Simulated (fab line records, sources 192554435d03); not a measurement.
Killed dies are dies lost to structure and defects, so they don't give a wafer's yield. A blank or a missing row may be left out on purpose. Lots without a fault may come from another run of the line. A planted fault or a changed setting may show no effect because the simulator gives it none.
A struck lot beside a sound one | flow n5_finfet | 14 steps out of a route of 1938
Sound: wafers L543.2, L543.3, L543.5. Struck: wafers L532.1, L532.2, L532.4. The cause comes at the end.
At each step with rows: each side's tool, then ch and its chambers, then its first start. Under that, the readings that differ: sound wafers | struck wafers | difference of the means | sigmas: that difference in standard deviations of wafers without a fault.
alike: readings whose means differ by less than 2 such deviations, and words and numbers that are the same on both sides. not compared: withheld readings, readings that some wafer has no value for, bounds like >300 that may hide the same value, and numbers for which the record gives no deviation and whose values overlap.
The two part at a step that has a row with sigmas, a row that says differs or no value, or rows on one side only. Numbers that don't overlap but have no deviation are shown without sigmas and don't part them. A reading that every wafer of one side lacks parts them only if that side has two wafers or more.

first, 7 steps without rows for these wafers: N5_WELL_APT_COAT_19 (resist thk 950 nm); N5_WELL_APT_EBR_21; N5_WELL_APT_SOFTBAKE_20 (time 60 s); N5_WELL_APT_EXPOSE_22 (exposes mask PWELL, defocus 0 nm, target cd 200 nm); N5_WELL_APT_PEB_23 (peb time 90 s); N5_WELL_APT_DEVELOP_24 (develop time 45 s); N5_WELL_APT_HARDBAKE_29 (time 120 s).
N5_WELL_APT_CD_MEAS_25: target cd 200 nm.
  sound on cd_sem-01 ch 0, day 5 21:02; struck on cd_sem-03 ch 0, day 3 02:47
  alike: cd_nm
N5_WELL_APT_OVL_MEAS_26:
  sound on overlay-01 ch 0, day 5 21:04; struck on overlay-01 ch 0, day 3 02:50
  reading        | sound    | struck | difference | sigmas
  PWELL_OVL (nm) | -9 -9 -9 | 1 2 10 | +13        | +2
N5_WELL_APT_INSPECT_27: inspects for defects (macro).
  sound on defect_inspect-01, day 5 21:05; struck on defect_inspect-02, day 3 02:51
  alike: raw_defect_count
N5_WELL_APT_DESCUM_30: chemistry O2, time 7.9 s.
  sound on rie_diel-06 ch 1,2, day 5 21:07; struck on rie_diel-04 ch 1,2,3, day 3 02:53
  alike: drypump_motor_current_A, oes_product_au, rf_vpp_V, showerhead_plenum_p_Torr, throttle_valve_pct
  not compared: rf_hours_counter_h
then, 1 step without rows for these wafers: N5_WELL_APT_IMPLANT_31.
N5_WELL_APT_IMPLANT_32:
  sound on implanter-01 ch 0, day 5 21:25; struck on implanter-01 ch 0, day 3 03:37
  alike: beam_on_s
then, 1 step without rows for these wafers: N5_WELL_APT_STRIP_33 (strips in SPM, time 900 s).

WHERE THEY PART
Only at N5_WELL_APT_OVL_MEAS_26, within this record. Later steps at which nothing parts them and some readings are alike: N5_WELL_APT_INSPECT_27, N5_WELL_APT_DESCUM_30, N5_WELL_APT_IMPLANT_32.

WHY: what the simulator had put in
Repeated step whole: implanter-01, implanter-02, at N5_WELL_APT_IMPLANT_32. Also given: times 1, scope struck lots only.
